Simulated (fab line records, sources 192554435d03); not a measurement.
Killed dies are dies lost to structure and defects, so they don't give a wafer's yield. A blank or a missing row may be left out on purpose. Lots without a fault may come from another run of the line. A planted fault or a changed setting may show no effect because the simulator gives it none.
fab line records | flow n5_finfet | part 2 of 2: steps 20 to 29 of 29
record lots=5 wafers=15 last_day=16
route steps=1938 shown BEOL_M11@1561
lots that met no fault: from a run of the same line without faults
start_h: hours from the record's first day to the start of the lot's first wafer shown | wait_h: hours since the lot's step before | " the same as in the row above | L1.1+2: a row that stands for several wafers | - no value, or no start given | * or withheld: withheld | < > ~ a bound
route shown NAME@n: a module of which the file shows steps, and the number in the route of the first | usual: mean/standard deviation of fault-free wafers | same: alike in all rows | chamber/n: place in a boat | sites: the reading at each site | _std_site: their standard deviation | _edge_site: outer sites' mean less inner sites' | radius_mm: how far each site lies from the wafer's centre | mask NAME#n: copy n | behind: the tool/chamber that last shaped the wafer | hold: why the lot was held/for how many hours/how that ended | device: the transistor (n, p or np) that didn't switch | end of line: the same wafers' tests at the end of the route | a step without rows: its recipe alone | killed: dies lost to structure and defects at the first sort, not the wafer's yield | map: a wafer's dies, x killed, . not, _ none there
set.NAME: the setting as run; set.NAME@STEP: as run at that earlier step | model.NAME: the simulator's own value behind a step, which no gauge read
lots at some steps of the route; a table a step, a row a wafer
services: from which hour (start_h, from the record's first day; less than 0 if before it) a tool's chamber was out of use, for how many hours, and why
## steps
# step N5_BEOL_M11_STRIP_77
# recipe chemistry=N2/H2 time_s=10 power_w=450 temp_c=40 pressure_mtorr=20 rf_frequency_hz=6e+07 bias_power_w=7 n2_flow_sccm=200 h2_flow_sccm=200
# usual bias_power_w=7.001/0.02 drypump_motor_current_A=5.9/0.42 oes_product_au=0.76/0.08 rf_vpp_V=59.3/0.91 showerhead_plenum_p_Torr=2.57/0.093 throttle_valve_pct=23.6/0.32
# columns lot.wafer tool chamber start_h wait_h bias_power_w drypump_motor_current_A oes_product_au rf_hours_counter_h rf_vpp_V showerhead_plenum_p_Torr throttle_valve_pct
L074.1 rie_diel-01 1 - - 7.001 6.3 0.78 165 56.7 2.64 22.9
L074.2 " 2 " " 6.988 6.4 0.73 186 57.6 2.43 23.4
L074.6 " 3 " " 6.969 5.8 0.72 - 59.9 2.62 23.7
L077.1 rie_diel-05 2 - - 6.958 5.6 0.96 9 59.5 2.59 23.5
L077.2 " 0 " " 6.998 5.5 0.74 164 59.4 2.42 24.0
L077.4 " 1 " " 6.990 6.1 0.69 248 58.9 2.40 23.1
L083.1 rie_diel-01 2 - - 7.003 6.4 0.71 202 59.8 2.42 23.4
L083.3 " 0 " " 6.986 5.5 0.80 99 59.7 2.67 23.7
L083.4 " 3 " " 7.017 5.7 0.71 225 60.0 2.62 23.7
L086.2 rie_diel-06 3 - - 7.012 6.3 0.76 129 59.4 2.56 24.0
L086.4 " 0 " " 7.037 4.9 0.94 19 60.7 2.68 23.6
L086.6 " 2 " " 7.012 6.3 0.69 - 59.4 2.49 23.5
L089.2 rie_diel-05 3 - - 7.008 5.8 0.68 240 60.3 2.61 23.9
L089.3 " 0 " " 7.042 5.5 0.72 189 57.9 2.41 24.1
L089.6 " 1 " " 7.035 6.1 0.95 - 59.8 2.71 22.9
# step N5_BEOL_M11_OCD_MEAS_38
# usual trench_depth_nm=147.9/2.9
# columns lot.wafer tool chamber start_h wait_h trench_depth_nm
L074.1 ocd-01 - 225.86 - 153.0
L074.2 " - " " 146.4
L074.6 " - " " 144.3
L077.1 ocd-02 - 270.87 - 152.8
L077.2 " - " " 146.7
L077.4 " - " " 145.6
L083.1 ocd-01 - 273.24 - 147.8
L083.3 " - " " 150.0
L083.4 " - " " 147.0
L086.2 ocd-02 - 313.60 - 146.6
L086.4 " - " " 148.1
L086.6 " - " " 143.5
L089.2 ocd-02 - 335.36 - 143.8
L089.3 " - " " 147.2
L089.6 " - " " 150.5
# step N5_BEOL_M11_HM_STRIP_39
# recipe chemistry=peroxide_tin_strip material=TiN target_depth_a=250 temp_c=50 time_s=158
# columns lot.wafer tool chamber start_h wait_h
L074.1+2+6 wet_bench-02 7,0,3 225.89 0.0
L077.1+2+4 wet_bench-05 3,7,5 270.91 0.0
L083.1+3+4 wet_bench-01 6,0,5 273.27 0.0
L086.2+4+6 wet_bench-02 1,2,6 313.63 0.0
L089.2+3+6 wet_bench-01 6,3,4 335.39 0.0
# step N5_BEOL_M11_SRD_40
# recipe time_s=30 temp_c=23 rinse_liquid=diw dry=ipa_marangoni
# columns lot.wafer tool chamber start_h wait_h
L074.1+2+6 wet_bench-02 7,0,3 225.94 0.0
L077.1+2+4 wet_bench-05 3,7,5 270.95 0.0
L083.1+3+4 wet_bench-01 6,0,5 273.32 0.0
L086.2+4+6 wet_bench-02 1,2,6 313.67 0.0
L089.2+3+6 wet_bench-01 6,3,4 335.44 0.0
# step N5_BEOL_M11_PRECLEAN_42
# recipe chemistry=residue_remover time_s=60 temp_c=40
# columns lot.wafer tool chamber start_h wait_h
L074.1+2+6 wet_bench-02 7,0,3 225.95 0.0
L077.1+2+4 wet_bench-05 3,7,5 270.97 0.0
L083.1+3+4 wet_bench-01 6,0,5 273.34 0.0
L086.2+4+6 wet_bench-02 1,2,6 313.69 0.0
L089.2+3+6 wet_bench-01 6,3,4 335.46 0.0
# step N5_BEOL_M11_SRD_43
# recipe time_s=30 temp_c=23 rinse_liquid=diw dry=ipa_marangoni
# columns lot.wafer tool chamber start_h wait_h
L074.1+2+6 wet_bench-02 7,0,3 225.97 0.0
L077.1+2+4 wet_bench-05 3,7,5 270.99 0.0
L083.1+3+4 wet_bench-01 6,0,5 273.35 0.0
L086.2+4+6 wet_bench-02 1,2,6 313.71 0.0
L089.2+3+6 wet_bench-01 6,3,4 335.47 0.0
# step N5_BEOL_M11_CD_MEAS_35
# recipe target_cd_nm=70 polarity=opening
# usual cd_nm=70.1/0.83
# columns lot.wafer tool chamber start_h wait_h cd_nm
L074.1 cd_sem-02 - 226.01 0.0 70.0
L074.2 " - " " 70.2
L074.6 " - " " 69.7
L077.1 cd_sem-01 - 271.03 0.0 68.8
L077.2 " - " " 69.0
L077.4 " - " " 69.0
L083.1 cd_sem-01 - 273.39 0.0 70.0
L083.3 " - " " 70.0
L083.4 " - " " 70.4
L086.2 cd_sem-02 - 313.75 0.0 69.7
L086.4 " - " " 70.7
L086.6 " - " " 69.9
L089.2 cd_sem-02 - 335.51 0.0 69.7
L089.3 " - " " 70.5
L089.6 " - " " 70.9
# step N5_BEOL_M11_CURE_72
# recipe temp_c=370 time_s=120 ambient=DMADMS/He material=SiCOH_lowk
# usual lamp_power_pct=52.31/0.054 wafer_temp_C_max=371.7/0.68
# columns lot.wafer tool chamber start_h wait_h lamp_power_pct wafer_temp_C_max
L074.1 uv_cure-02 2 226.16 0.1 52.32 371.7
L074.2 " 2 " " 52.38 372.0
L074.6 " 2 " " 52.43 371.3
L077.1 uv_cure-02 0 271.20 0.2 52.30 371.2
L077.2 " 0 " " 52.24 370.9
L077.4 " 0 " " 52.25 370.9
L083.1 uv_cure-01 1 273.43 0.0 52.30 373.1
L083.3 " 1 " " 52.44 372.7
L083.4 " 1 " " 52.24 372.6
L086.2 uv_cure-03 2 313.84 0.1 52.30 370.8
L086.4 " 2 " " 52.29 371.2
L086.6 " 2 " " 52.33 371.8
L089.2 uv_cure-03 0 335.60 0.1 52.25 371.4
L089.3 " 0 " " 52.27 371.7
L089.6 " 0 " " 52.30 371.1
# step N5_BEOL_M11_DEGAS_44
# recipe ambient=vacuum temp_c=250 time_s=60
# usual heater_power_w=331/26
# columns lot.wafer tool chamber start_h wait_h heater_power_w
L074.1 pvd_sputter-01 - 226.50 0.3 334
L074.2 " - " " 360
L074.6 " - " " 290
L077.1 pvd_sputter-01 - 271.56 0.3 294
L077.2 " - " " 363
L077.4 " - " " 290
L083.1 pvd_sputter-03 - 274.07 0.5 359
L083.3 " - " " 352
L083.4 " - " " 316
L086.2 pvd_sputter-02 - 314.11 0.2 334
L086.4 " - " " 343
L086.6 " - " " 344
L089.2 pvd_sputter-01 - 336.31 0.7 280
L089.3 " - " " 347
L089.6 " - " " 348
# step N5_BEOL_M11_PRE_CLEAN_45
# recipe gas=H2/He time_s=30 temp_c=250
# usual heater_power_w=330/26
# columns lot.wafer tool chamber start_h wait_h heater_power_w
L074.1 pvd_sputter-01 - 226.54 0.0 331
L074.2 " - " " 365
L074.6 " - " " 282
L077.1 pvd_sputter-01 - 271.60 0.0 289
L077.2 " - " " 377
L077.4 " - " " 284
L083.1 pvd_sputter-03 - 274.11 0.0 356
L083.3 " - " " 364
L083.4 " - " " 325
L086.2 pvd_sputter-02 - 314.15 0.0 344
L086.4 " - " " 336
L086.6 " - " " 330
L089.2 pvd_sputter-01 - 336.35 0.0 282
L089.3 " - " " 340
L089.6 " - " " 343
## services
# columns tool chamber start_h hours kind
rie_diel-06 2 201.30 23.7 repair
rie_diel-06 3 202.27 7.3 repair
uv_cure-03 - 202.40 16.7 repair
arfi_scanner-02 - 202.79 1.3 pm
arfi_scanner-02 - 206.25 2.5 repair
arfi_scanner-03 - 211.60 1.0 pm
rie_diel-01 - 211.73 3.2 repair
wet_bench-01 - 213.83 2.8 repair
arfi_scanner-02 - 226.14 1.0 pm
arfi_scanner-03 - 227.96 2.5 repair
pvd_sputter-01 - 231.67 2.2 repair
arfi_scanner-02 - 234.30 0.2 repair
pvd_sputter-01 - 236.50 2.7 repair
rie_diel-01 - 243.61 0.2 repair
arfi_scanner-03 - 247.56 1.3 pm
rie_diel-06 0 271.64 2.8 repair
arfi_scanner-03 - 275.68 4.9 pm
uv_cure-02 - 276.46 0.4 repair
arfi_scanner-02 - 291.68 1.0 pm
uv_cure-03 - 294.22 0.6 repair
rie_diel-05 2 296.80 2.9 repair
rie_diel-06 3 316.56 4.0 repair
rie_diel-06 - 325.45 14.6 pm
rie_diel-01 - 336.07 0.2 repair
